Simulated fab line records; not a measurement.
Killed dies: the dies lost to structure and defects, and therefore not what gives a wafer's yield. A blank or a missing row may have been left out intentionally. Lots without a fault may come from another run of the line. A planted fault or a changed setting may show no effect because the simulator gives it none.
fab line records	flow n5-finfet
record: lots: 8	wafers: 24	last-day: 17
route steps=1938 shown SDB@359 BEOL_M4@1111 PASSIVATION@1936
lots that met no fault: taken from a fault-free run of the same line
start-h: start of the lot's first displayed wafer, in hours after the record's first day	wait-h: hours since the lot's step before	" identical to the entry in the row above	L1.1+2: a row that stands for several wafers	- no value, or no start was given	* or withheld: withheld	< > ~ a bound
route shown NAME@n: names a module that has steps shown in the file, with the first one's number in the route	usual: mean/standard deviation of fault-free wafers	same: alike in all rows	chamber/n: place in a boat	sites: readings site by site	_std_site: standard deviation of those values	_edge_site: inner sites' mean taken away from outer sites' mean	radius-mm: how far each site lies from the wafer's centre	mask NAME#n: copy n	behind: tool/chamber where the wafer was last shaped	hold: why the lot went on hold/how many hours it stayed there/how the hold came to an end	device: transistor that didn't switch, given as n, p or np	end of line: the route-end tests of the same wafers	a step without rows: its recipe alone	killed: the dies lost at the first sort to structure and to defects; this is not the yield of the wafer	map: a wafer's dies, x killed, . not, _ none there
set.NAME: the setting the step ran with; set.NAME@STEP: the setting that earlier step ran with	model.NAME: the simulator's own value behind a step, which no gauge read
steps of the route over a sample of lots; a table a step, a row a wafer
services: from which hour (start-h, from the record's first day; less than 0 if before it) a tool's chamber was out of use, for how many hours, and why
== steps ==
step: N5_SDB_DESCUM_16
recipe: chemistry: O2	time-s: 7.9	source-power-w: 50	bias-power-w: 20	pressure-mtorr: 20	rf-frequency-hz: 2.712e+07	temp-c: 40	resist: CAR-ArF	o2-flow-sccm: 225
usual: drypump-motor-current-A: 5.8/0.41	oes-product-au: 0.82/0.075	rf-fwd-power-W: 49.36/0.26	rf-vpp-V: 243.3/1.3	showerhead-plenum-p-Torr: 2.10/0.062	throttle-valve-pct: 20.47/0.28
same: time-s: 7.9
lot.wafer	tool	chamber	start-h	wait-h	drypump-motor-current-A	oes-product-au	rf-fwd-power-W	rf-hours-counter-h	rf-vpp-V	showerhead-plenum-p-Torr	throttle-valve-pct
L540.1	rie-diel-03	0	79.68	0.2	6.0	0.75	49.63	186	243.6	2.18	20.72
L540.3	"	3	"	"	5.1	0.73	49.11	185	242.2	1.99	20.55
L540.5	"	3	"	"	5.1	0.73	49.33	-	240.7	1.99	20.53
L542.1	rie-diel-06	2	91.55	0.0	6.8	0.77	49.34	145	243.5	2.09	20.81
L542.4	"	0	"	"	5.8	0.79	48.75	108	242.4	2.12	20.50
L542.5	"	0	"	"	5.8	0.79	48.92	-	244.1	2.12	20.51
L541.1	rie-diel-01	1	93.20	0.0	5.5	0.85	49.63	75	243.9	2.13	20.03
L541.5	"	0	"	"	5.4	1.00	49.39	-	241.8	2.05	20.61
L541.6	"	1	"	"	5.5	0.85	49.47	-	242.6	2.13	20.03
L543.2	rie-diel-03	0	104.08	0.2	6.0	0.73	49.71	195	245.3	2.17	20.74
L543.4	"	2	"	"	5.7	0.84	49.11	79	244.9	2.21	20.56
L543.6	"	1	"	"	5.8	0.96	49.15	-	246.2	2.23	20.08
L553.1	rie-diel-01	1	158.20	0.0	5.5	0.82	49.50	101	241.8	2.12	20.08
L553.4	"	2	"	"	5.9	0.73	49.75	-	244.8	2.18	20.66
L553.6	"	1	"	"	5.5	0.82	49.60	-	244.0	2.12	20.09
L555.1	rie-diel-01	0	170.10	0.8	5.5	0.89	49.43	31	241.2	2.04	20.66
L555.4	"	3	"	"	6.1	0.94	49.44	3	242.9	2.05	19.89
L555.5	"	3	"	"	6.1	0.94	49.41	-	242.9	2.05	19.92
L557.1	rie-diel-01	1	184.94	0.0	5.5	0.82	49.47	110	241.8	2.11	20.10
L557.4	"	0	"	"	5.5	0.89	49.54	35	243.9	2.04	20.67
L557.6	"	3	"	"	6.1	0.94	49.55	-	243.9	2.04	19.92
L559.3	rie-diel-06	1	194.33	0.2	5.8	0.82	49.09	86	243.4	2.02	20.67
L559.5	"	3	"	"	5.4	0.83	49.53	-	243.5	2.11	20.27
L559.6	"	2	"	"	6.8	0.74	49.16	-	242.7	2.08	20.87
step: N5_SDB_ETCH_17
recipe: chemistry: CF4	target: SiARC	target-depth-a: 234	mask-material: CAR-ArF	time-s: 39	ion-energy-ev: 80	pressure-mtorr: 40	source-w: 545	bias-w: 36	Ar_flow_sccm: 100	cf4-flow-sccm: 100	ends: cleared
usual: bias-w: 35.99/0.11	drypump-motor-current-A: 5.8/0.41	etch-rf-on-time-s: 38.8/0.58	oes-product-au: 0.70/0.065	rf-fwd-power-W: 534/3.1	rf-vpp-V: 184.1/1.1	showerhead-plenum-p-Torr: 2.15/0.056	throttle-valve-pct: 15.64/0.27
lot.wafer	tool	chamber	start-h	wait-h	bias-w	drypump-motor-current-A	etch-rf-on-time-s	oes-product-au	rf-fwd-power-W	rf-hours-counter-h	rf-vpp-V	showerhead-plenum-p-Torr	throttle-valve-pct
L540.1	rie-diel-03	0	79.72	0.0	35.98	6.0	39.0	0.63	537	186	183.8	2.22	15.89
L540.3	"	3	"	"	35.94	5.1	40.2	0.61	528	185	182.5	2.05	15.75
L540.5	"	3	"	"	36.07	5.1	40.4	0.61	530	-	182.7	2.05	15.76
L542.1	rie-diel-06	2	91.58	0.0	35.99	6.8	39.4	0.66	530	145	182.7	2.15	16.03
L542.4	"	0	"	"	36.09	5.7	38.8	0.68	533	108	182.3	2.16	15.64
L542.5	"	0	"	"	35.92	5.7	39.0	0.67	531	-	183.2	2.16	15.63
L541.1	rie-diel-01	1	93.24	0.0	36.05	5.5	37.9	0.73	535	75	183.8	2.17	15.20
L541.5	"	0	"	"	36.03	5.5	38.6	0.85	533	-	184.3	2.11	15.77
L541.6	"	1	"	"	36.01	5.5	37.8	0.73	535	-	183.6	2.17	15.18
L543.2	rie-diel-03	0	104.11	0.0	35.95	6.0	39.4	0.63	540	195	184.4	2.22	15.92
L543.4	"	2	"	"	36.08	5.6	39.2	0.71	533	79	186.2	2.25	15.68
L543.6	"	1	"	"	35.97	5.8	39.7	0.81	532	-	185.3	2.28	15.24
L553.1	rie-diel-01	1	158.23	0.0	35.85	5.5	38.4	0.70	536	101	184.5	2.16	15.26
L553.4	"	2	"	"	35.78	5.8	39.5	0.62	537	-	187.5	2.22	15.81
L553.6	"	1	"	"	35.80	5.5	38.0	0.70	537	-	182.6	2.16	15.27
L555.1	rie-diel-01	0	170.13	0.0	36.06	5.4	39.4	0.75	540	31	184.4	2.10	15.83
L555.4	"	3	"	"	36.00	6.1	39.2	0.80	536	3	182.7	2.10	15.13
L555.5	"	3	"	"	36.02	6.1	39.0	0.79	535	-	182.9	2.10	15.12
L557.1	rie-diel-01	1	184.98	0.0	36.07	5.5	38.2	0.69	536	110	183.1	2.16	15.26
L557.4	"	0	"	"	35.95	5.5	38.8	0.76	539	35	183.1	2.10	15.84
L557.6	"	3	"	"	36.09	6.1	38.2	0.80	536	-	183.8	2.10	15.15
L559.3	rie-diel-06	1	194.37	0.0	35.95	5.8	38.6	0.71	530	86	182.7	2.08	15.81
L559.5	"	3	"	"	35.86	5.4	38.6	0.71	534	-	185.1	2.16	15.41
L559.6	"	2	"	"	36.06	6.8	39.9	0.63	529	-	184.2	2.14	16.09
step: N5_SDB_ETCH_18
recipe: chemistry: N2/H2	target: SOC	target-depth-a: 1000	overetch-a: 200	mask-material: SiARC	temp-c: 40	time-s: 150	ion-energy-ev: 200	pressure-mtorr: 30	source-w: 840	bias-w: 150	n2-flow-sccm: 200	h2-flow-sccm: 200
usual: bias-w: 150.0/0.41	drypump-motor-current-A: 5.8/0.41	oes-product-au: 0.73/0.064	rf-fwd-power-W: 836.7/2.8	rf-vpp-V: 524.3/2	showerhead-plenum-p-Torr: 2.56/0.071	throttle-valve-pct: 17.9/0.3
same: time-s: 150
lot.wafer	tool	chamber	start-h	wait-h	bias-w	drypump-motor-current-A	oes-product-au	rf-fwd-power-W	rf-hours-counter-h	rf-vpp-V	showerhead-plenum-p-Torr	throttle-valve-pct
L540.1	rie-diel-03	0	79.75	0.0	150.0	6.0	0.66	837.7	186	525.4	2.63	18.1
L540.3	"	3	"	"	150.0	5.1	0.66	832.3	185	520.5	2.42	17.9
L540.5	"	3	"	"	150.1	5.1	0.66	834.0	-	521.3	2.42	17.9
L542.1	rie-diel-06	2	91.62	0.0	149.9	6.9	0.69	834.0	145	525.0	2.53	18.1
L542.4	"	0	"	"	149.6	5.8	0.71	832.4	108	523.6	2.56	17.8
L542.5	"	0	"	"	150.2	5.8	0.71	836.0	-	524.0	2.56	17.8
L541.1	rie-diel-01	1	93.27	0.0	150.8	5.5	0.75	834.8	75	525.3	2.58	17.4
L541.5	"	0	"	"	150.1	5.5	0.88	836.6	-	522.1	2.51	18.2
L541.6	"	1	"	"	150.9	5.5	0.76	833.1	-	523.9	2.57	17.4
L543.2	rie-diel-03	0	104.15	0.0	150.5	6.0	0.65	841.9	195	525.8	2.63	18.2
L543.4	"	2	"	"	150.1	5.7	0.75	835.2	79	526.2	2.68	17.8
L543.6	"	1	"	"	149.8	5.8	0.85	837.5	-	529.2	2.70	17.4
L553.1	rie-diel-01	1	158.27	0.0	150.1	5.6	0.73	835.2	101	524.9	2.56	17.4
L553.4	"	2	"	"	149.2	5.9	0.65	836.8	-	524.4	2.65	18.1
L553.6	"	1	"	"	150.2	5.5	0.72	834.1	-	525.7	2.56	17.4
L555.1	rie-diel-01	0	170.17	0.0	149.9	5.5	0.80	836.6	31	522.5	2.49	18.2
L555.4	"	3	"	"	148.8	6.1	0.84	835.5	3	521.3	2.50	17.3
L555.5	"	3	"	"	149.5	6.1	0.84	837.8	-	521.2	2.50	17.3
L557.1	rie-diel-01	1	185.01	0.0	150.0	5.5	0.73	840.1	110	524.6	2.56	17.4
L557.4	"	0	"	"	150.2	5.4	0.80	837.4	35	522.1	2.49	18.2
L557.6	"	3	"	"	149.9	6.1	0.82	838.6	-	522.2	2.49	17.3
L559.3	rie-diel-06	1	194.40	0.0	149.6	5.7	0.73	836.9	86	521.9	2.46	18.1
L559.5	"	3	"	"	149.2	5.5	0.74	836.0	-	524.1	2.57	17.6
L559.6	"	2	"	"	150.3	6.8	0.67	836.5	-	524.1	2.52	18.1
step: N5_SDB_STRIP_21
recipe: chemistry: CF4	resist: SiARC	power-w: 300	bias-power-w: 75	pressure-mtorr: 50	cf4-flow-sccm: 150	rf-frequency-hz: 6e+07
usual: bias-power-w: 75.01/0.21	cf4-flow-sccm: 150.1/0.41	drypump-motor-current-A: 5.8/0.41	oes-product-au: 0.80/0.071	rf-fwd-power-W: 292.6/0.88	rf-vpp-V: 271.2/1.3	showerhead-plenum-p-Torr: 1.81/0.047	throttle-valve-pct: 13.60/0.27
lot.wafer	tool	chamber	start-h	wait-h	bias-power-w	cf4-flow-sccm	drypump-motor-current-A	oes-product-au	rf-fwd-power-W	rf-hours-counter-h	rf-vpp-V	showerhead-plenum-p-Torr	throttle-valve-pct
L540.1	rie-diel-03	0	79.89	0.0	75.14	150.0	6.0	0.73	291.9	186	273.7	1.86	13.87
L540.3	"	3	"	"	74.90	150.1	5.1	0.73	292.6	185	270.4	1.71	13.72
L540.5	"	3	"	"	74.93	150.2	5.1	0.73	292.5	-	268.5	1.71	13.73
L542.1	rie-diel-06	2	91.76	0.0	-	-	-	-	-	-	-	-	-
L542.4	"	0	"	"	-	-	-	-	-	-	-	-	-
L542.5	"	0	"	"	-	-	-	-	-	-	-	-	-
L541.1	rie-diel-01	1	93.41	0.0	-	-	-	-	-	-	-	-	-
L541.5	"	0	"	"	-	-	-	-	-	-	-	-	-
L541.6	"	1	"	"	-	-	-	-	-	-	-	-	-
L543.2	rie-diel-03	0	104.29	0.0	-	-	-	-	-	-	-	-	-
L543.4	"	2	"	"	-	-	-	-	-	-	-	-	-
L543.6	"	1	"	"	-	-	-	-	-	-	-	-	-
L553.1	rie-diel-01	1	158.40	0.0	75.25	150.3	5.5	0.81	293.1	101	272.1	1.81	13.24
L553.4	"	2	"	"	74.84	149.5	5.9	0.72	292.3	-	270.9	1.86	13.79
L553.6	"	1	"	"	74.99	150.3	5.5	0.81	293.2	-	271.6	1.81	13.23
L555.1	rie-diel-01	0	170.30	0.0	74.83	149.7	5.5	0.88	293.7	31	270.5	1.76	13.73
L555.4	"	3	"	"	74.97	150.4	6.1	0.93	293.1	4	269.6	1.77	13.11
L555.5	"	3	"	"	75.39	150.1	6.1	0.92	294.1	-	270.2	1.77	13.09
L557.1	rie-diel-01	1	185.15	0.0	75.12	150.5	5.5	0.80	291.9	110	271.1	1.81	13.24
L557.4	"	0	"	"	75.53	150.1	5.5	0.87	292.6	35	270.4	1.76	13.75
L557.6	"	3	"	"	75.00	150.7	6.0	0.91	292.5	-	270.7	1.77	13.12
L559.3	rie-diel-06	1	194.54	0.0	75.14	149.6	5.8	0.81	292.1	86	269.8	1.74	13.77
L559.5	"	3	"	"	75.47	150.2	5.4	0.82	293.0	-	270.9	1.81	13.38
L559.6	"	2	"	"	74.76	150.2	6.8	0.75	293.6	-	270.0	1.79	14.07
step: N5_SDB_STRIP_22
recipe: chemistry: N2/H2	power-w: 1000	temp-c: 250	h2-frac: 0.65	overash-fraction: 0.3	pressure-mtorr: withheld	n2-flow-sccm: 1750	h2-flow-sccm: 3250
usual: drypump-motor-current-A: 5.39/0.1	h2-flow-sccm: 3250/9.6	heater-power-w: 342/27	oes-product-au: 0.715/0.0049	strip-time-to-endpoint-s: 96.2/0.32
lot.wafer	tool	chamber	start-h	wait-h	drypump-motor-current-A	h2-flow-sccm	heater-power-w	oes-product-au	rf-hours-counter-h	strip-time-to-endpoint-s
L540.1	plasma-asher-01	1	79.99	0.1	5.50	3240	293	0.712	37	96.4
L540.3	"	1	"	"	5.50	3248	291	0.711	-	96.7
L540.5	"	0	"	"	5.49	3262	355	0.716	-	96.4
L542.1	plasma-asher-01	0	91.86	0.1	5.44	3245	355	-	40	181.5
L542.4	"	0	"	"	5.49	3250	355	-	-	180.8
L542.5	"	0	"	"	5.45	3265	349	-	-	180.6
L541.1	plasma-asher-02	1	93.51	0.1	5.31	3235	364	-	90	179.9
L541.5	"	0	"	"	5.27	3246	354	-	-	180.7
L541.6	"	1	"	"	5.31	3246	366	-	-	180.8
L543.2	plasma-asher-02	1	104.39	0.1	5.30	3254	365	-	92	179.8
L543.4	"	1	"	"	5.30	3254	361	-	-	179.9
L543.6	"	0	"	"	5.27	3241	350	-	-	180.7
L553.1	plasma-asher-02	1	158.50	0.1	5.31	3234	360	0.716	104	95.7
L553.4	"	0	"	"	5.28	3254	356	0.720	-	96.1
L553.6	"	1	"	"	5.32	3229	356	0.710	-	95.4
L555.1	plasma-asher-02	1	170.63	0.3	5.31	3255	361	0.721	107	96.0
L555.4	"	0	"	"	5.28	3261	362	0.716	-	96.0
L555.5	"	1	"	"	5.30	3259	365	0.708	-	95.8
L557.1	plasma-asher-01	0	185.25	0.1	5.47	3252	348	0.710	57	95.4
L557.4	"	1	"	"	5.52	3244	298	0.712	-	96.1
L557.6	"	1	"	"	5.50	3246	296	0.714	-	95.9
L559.3	plasma-asher-02	0	194.68	0.1	5.29	3244	352	0.715	-	96.4
L559.5	"	0	"	"	5.28	3248	361	0.707	-	96.0
L559.6	"	1	"	"	5.31	3260	369	0.720	-	96.4
step: N5_BEOL_M4_RC_MEAS_101
usual: DIBL_N: 36.3/1.2	DIBL_P: 36.3/1.4	IOFF_N: 0.157/0.02	IOFF_P: 0.22/0.033	ION_N: 675/9.6	ION_P: 465/8.2	SS_N: 71.4/0.45	SS_P: 73.3/0.54	VT_N: 249.8/2.5	VT_P: -249/3.2
lot.wafer	tool	chamber	start-h	wait-h	DIBL_N[mV/V]	DIBL_P[mV/V]	IOFF_N[nA/um]	IOFF_P[nA/um]	ION_N[uA/um]	ION_P[uA/um]	SS_N[mV/dec]	SS_P[mV/dec]	VT_N[mV]	VT_P[mV]
L540.1	prober-01	0	187.88	0.0	34.6	34.8	0.128	0.16	665	455	71.2	72.0	251.3	-256
L540.3	"	0	"	"	35.1	34.9	0.132	0.17	662	453	71.7	72.3	251.7	-253
L540.5	"	0	"	"	35.3	35.1	0.137	0.17	668	455	71.2	71.9	253.9	-254
L553.1	prober-02	0	284.71	0.0	36.3	36.0	0.133	0.20	666	461	71.5	72.2	254.8	-251
L553.4	"	0	"	"	37.1	36.6	0.149	0.21	677	464	71.6	72.6	251.3	-247
L553.6	"	0	"	"	37.9	38.3	0.163	0.24	686	477	71.9	74.0	249.4	-248
L555.1	prober-02	0	299.64	0.0	35.0	35.0	0.143	0.25	674	464	72.2	73.6	251.8	-248
L555.4	"	0	"	"	35.3	35.0	0.149	0.23	677	472	71.7	73.6	252.1	-247
L555.5	"	0	"	"	34.5	33.3	0.137	0.21	687	473	71.4	73.2	250.9	-248
L557.1	prober-02	0	300.57	0.2	35.0	35.5	0.126	0.18	653	459	70.5	72.8	254.0	-251
L557.4	"	0	"	"	35.4	36.4	0.127	0.19	661	460	71.3	73.2	254.7	-251
L557.6	"	0	"	"	34.6	35.6	0.115	0.18	658	459	70.8	73.1	254.7	-252
L559.3	prober-02	0	315.34	0.3	37.2	37.3	0.186	0.26	691	481	71.4	74.0	247.1	-246
L559.5	"	0	"	"	37.1	36.7	0.174	0.25	683	473	71.6	74.1	249.6	-247
L559.6	"	0	"	"	35.9	34.6	0.154	0.22	689	474	70.7	73.9	253.2	-250
step: N5_PASSIVATION_PROBE_49
usual: defect-limited-yield: 91.1/1.4	killed_at_M0_to_M3: 33/10	killed_at_M4_up: 15/5.8	killed-at-contacts: 13/5.9	killed-at-front-end: 39/11	killed-at-other: 4/3.6	killed-dies: 105/16	killed-on-rim: 13/3.7	killed-open: 68/11	killed-short: 34/7.8	sort_bin_5_function: 5.2/0.88	sort_bin_6_memory: 3.3/0.61	sort-n-pass: 1075/16	sort-yield-pct: 91.1/1.4
same: gross-dies: 1180	killed-at-back-side: 0	sort_bin_4_leakage[%]: 0	sort_bin_8_speed[%]: 0
lot.wafer	tool	chamber	start-h	wait-h	defect-limited-yield[%]	killed_at_M0_to_M3	killed_at_M4_up	killed-at-contacts	killed-at-front-end	killed-at-other	killed-dies	killed-on-rim	killed-open	killed-short	sort_bin_5_function[%]	sort_bin_6_memory[%]	sort-n-pass	sort-yield-pct[%]
L542.1	prober-01	-	300.80	0.0	0	23	13	16	1116	12	1180	152	67	33	97.6	2.1	0	0
L542.4	prober-01	-	300.95	0.2	0	32	17	11	1118	2	1180	152	68	25	97.7	1.7	0	0
L542.5	prober-01	-	301.00	0.2	0	38	17	11	1103	11	1180	152	70	35	96.3	3.6	0	0
L541.1	prober-01	-	311.08	0.0	0	56	17	5	1096	6	1180	152	78	35	96.6	3.1	0	0
L541.5	prober-01	-	311.28	0.2	0	37	17	7	1116	3	1180	152	67	32	96.3	3.6	0	0
L541.6	prober-01	-	311.33	0.3	0	29	13	21	1117	0	1180	152	82	23	96.3	3.4	0	0
L543.2	prober-01	-	340.70	0.1	0	10	8	19	1139	4	1180	152	63	28	96.1	3.5	0	0
L543.4	prober-01	-	340.80	0.2	0	30	10	14	1120	6	1180	152	70	38	96.4	3.1	0	0
L543.6	prober-01	-	340.90	0.3	0	32	19	17	1106	6	1180	152	87	33	95.7	4.0	0	0
L555.1	prober-01	-	406.61	0.0	89.7	40	12	23	44	2	121	12	70	51	6.2	3.3	1059	89.7
L555.4	prober-01	-	406.76	0.2	91.6	29	12	11	46	1	99	10	61	38	5.3	2.8	1081	91.6
L555.5	prober-01	-	406.81	0.2	91.4	36	8	24	32	2	102	12	70	32	5.3	3.0	1078	91.4
killed by level:class
L542.1 SDB:area-strip=1080 MOL_CONTACT_COAG:geometric-particle:open=13 BEOL_M2:geometric-particle:open=7 FIN_SAQP:geometric-particle:open=6 STARTING-WAFER:geometric-particle:open=6 STI_FIN_REVEAL:geometric-particle:open=5 FIN_SAQP:geometric-particle:short=4 GATE_CUT:geometric-particle:short=4
L542.4 SDB:area-strip=1087 MOL_CONTACT_COAG:geometric-particle:open=11 FIN_SAQP:geometric-particle:open=8 BEOL_M0_SAQP:geometric-particle:open=7 BEOL_M1:geometric-particle:open=7 BEOL_M0_SAQP:geometric-particle:short=6 BEOL_M4:geometric-particle:open=6 STARTING-WAFER:geometric-particle:short=5
L542.5 SDB:area-strip=1075 BEOL_M1:geometric-particle:open=12 FIN_SAQP:geometric-particle:open=9 MOL_CONTACT_COAG:geometric-particle:open=9 BEOL_M4:geometric-particle:open=9 FIN_SAQP:geometric-particle:short=7 BEOL_M0_SAQP:geometric-particle:open=7 BEOL_M0_SAQP:geometric-particle:short=5
L541.1 SDB:area-strip=1065 BEOL_M2:geometric-particle:open=15 BEOL_M0_SAQP:geometric-particle:open=14 STI_FIN_REVEAL:geometric-particle:open=9 BEOL_M0_SAQP:geometric-particle:short=9 FIN_SAQP:geometric-particle:open=6 BEOL_M1:geometric-particle:open=5 BEOL_M5:geometric-particle:open=5
L541.5 SDB:area-strip=1078 STI_FIN_REVEAL:geometric-particle:open=14 BEOL_M0_SAQP:geometric-particle:open=9 BEOL_M1:geometric-particle:open=8 STI_FIN_REVEAL:geometric-particle:short=7 MOL_CONTACT_COAG:geometric-particle:open=6 BEOL_M0_SAQP:geometric-particle:short=6 BEOL_M4:geometric-particle:open=6
L541.6 SDB:area-strip=1075 STI_FIN_REVEAL:geometric-particle:open=22 MOL_CONTACT_COAG:geometric-particle:open=17 FIN_SAQP:geometric-particle:open=7 BEOL_M1:geometric-particle:open=6 BEOL_M3:geometric-particle:open=6 BEOL_M0_SAQP:geometric-particle:open=5 FIN_SAQP:geometric-particle:short=4
L543.2 SDB:area-strip=1088 FIN_SAQP:geometric-particle:open=17 MOL_CONTACT_COAG:geometric-particle:open=16 FIN_SAQP:geometric-particle:short=13 BEOL_M0_SAQP:geometric-particle:open=5 STARTING-WAFER:geometric-particle:open=5 GATE_CUT:geometric-particle:short=3 MOL_CONTACT_COAG:geometric-particle:short=3
L543.4 SDB:area-strip=1071 FIN_SAQP:geometric-particle:open=13 FIN_SAQP:geometric-particle:short=9 MOL_CONTACT_COAG:geometric-particle:open=9 BEOL_M2:geometric-particle:open=7 BEOL_M3:geometric-particle:open=7 STI_FIN_REVEAL:geometric-particle:open=5 DUMMY_GATE:geometric-particle:open=5
L543.6 SDB:area-strip=1060 MOL_CONTACT_COAG:geometric-particle:open=12 GATE_CUT:geometric-particle:short=10 FIN_SAQP:geometric-particle:open=8 BEOL_M5:geometric-particle:open=8 BEOL_M3:geometric-particle:open=7 STI_FIN_REVEAL:geometric-particle:open=6 BEOL_M0_SAQP:geometric-particle:open=6
L555.1 MOL_CONTACT_COAG:geometric-particle:open=18 FIN_SAQP:geometric-particle:short=13 BEOL_M3:geometric-particle:open=9 BEOL_M2:geometric-particle:open=9 FIN_SAQP:geometric-particle:open=7 BEOL_M0_SAQP:geometric-particle:short=7 MOL_CONTACT_COAG:geometric-particle:short=5 ILD0:geometric-particle:short=4
L555.4 FIN_SAQP:geometric-particle:short=18 BEOL_M3:geometric-particle:open=14 FIN_SAQP:geometric-particle:open=9 MOL_CONTACT_COAG:geometric-particle:open=8 BEOL_M4:geometric-particle:open=8 DUMMY_GATE:geometric-particle:open=5 BEOL_M0_SAQP:geometric-particle:open=5 BEOL_M4:geometric-particle:short=4
L555.5 MOL_CONTACT_COAG:geometric-particle:open=20 FIN_SAQP:geometric-particle:open=10 BEOL_M3:geometric-particle:open=10 FIN_SAQP:geometric-particle:short=9 BEOL_M1:geometric-particle:open=6 BEOL_M0_SAQP:geometric-particle:open=5 MOL_CONTACT_COAG:geometric-particle:short=4 BEOL_M4:geometric-particle:open=4
== services ==
tool	chamber	start-h	hours	kind
rie-diel-03	3	57.16	4.1	repair
rie-diel-03	-	65.58	0.2	repair
rie-diel-01	0	70.33	-	clean
rie-diel-01	0	70.33	-	consumable-replace:focus-ring
rie-diel-01	0	70.33	22.1	scheduled-down
rie-diel-01	0	70.33	22.1	vent-cycle
rie-diel-03	1	71.21	-	clean
rie-diel-03	1	71.21	-	consumable-replace:focus-ring
rie-diel-03	1	71.21	-	consumable-replace:showerhead
rie-diel-03	1	71.21	12.9	scheduled-down
rie-diel-03	1	71.21	12.9	vent-cycle
rie-diel-01	3	105.15	7.8	repair
plasma-asher-02	-	106.05	2.8	pm
rie-diel-01	3	137.44	-	clean
rie-diel-01	3	137.44	-	consumable-replace:focus-ring
rie-diel-01	3	137.44	23.2	scheduled-down
rie-diel-01	3	137.44	23.2	vent-cycle
plasma-asher-01	-	169.11	4.0	repair
rie-diel-06	-	174.50	0.2	repair
rie-diel-03	1	191.39	1.3	repair
== key ==
first-sign: step: N5_SDB_STRIP_21	reading: tool-record	direction: missing
effect: step: N5_SDB_STRIP_22	reading: strip-time-to-endpoint-s	direction: up	sigmas: 99+	usual: *	struck: *
effect: step: N5_PASSIVATION_PROBE_49	reading: sort_bin_5_function	direction: up	sigmas: 99+	usual: 5.2	struck: 96.6
more-kills-born-at: N5_SDB_STRIP_21@rie-diel-06: 3242	N5_SDB_STRIP_21@rie-diel-03: 3219	N5_SDB_STRIP_21@rie-diel-01: 3218
met-at N5_SDB_STRIP_21
struck-lots L541,L542,L543
later-rows-left-out L541.1,L541.5,L541.6,L542.1,L542.4,L542.5,L543.2,L543.4,L543.6
not-acting-at N5_SDB_DESCUM_16,N5_SDB_ETCH_17,N5_SDB_ETCH_18
onset-between 79.89 91.76
fault: kind: skipped-step-whole	tool: rie-diel-01,rie-diel-03,rie-diel-06	chamber: -	onset-h: 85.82	steps: N5_SDB_STRIP_21	scope: struck-lots-only
later-rows-left-out: the simulator's readings of these wafers behind a module that went badly wrong aren't trusted and aren't shown, but for the sort
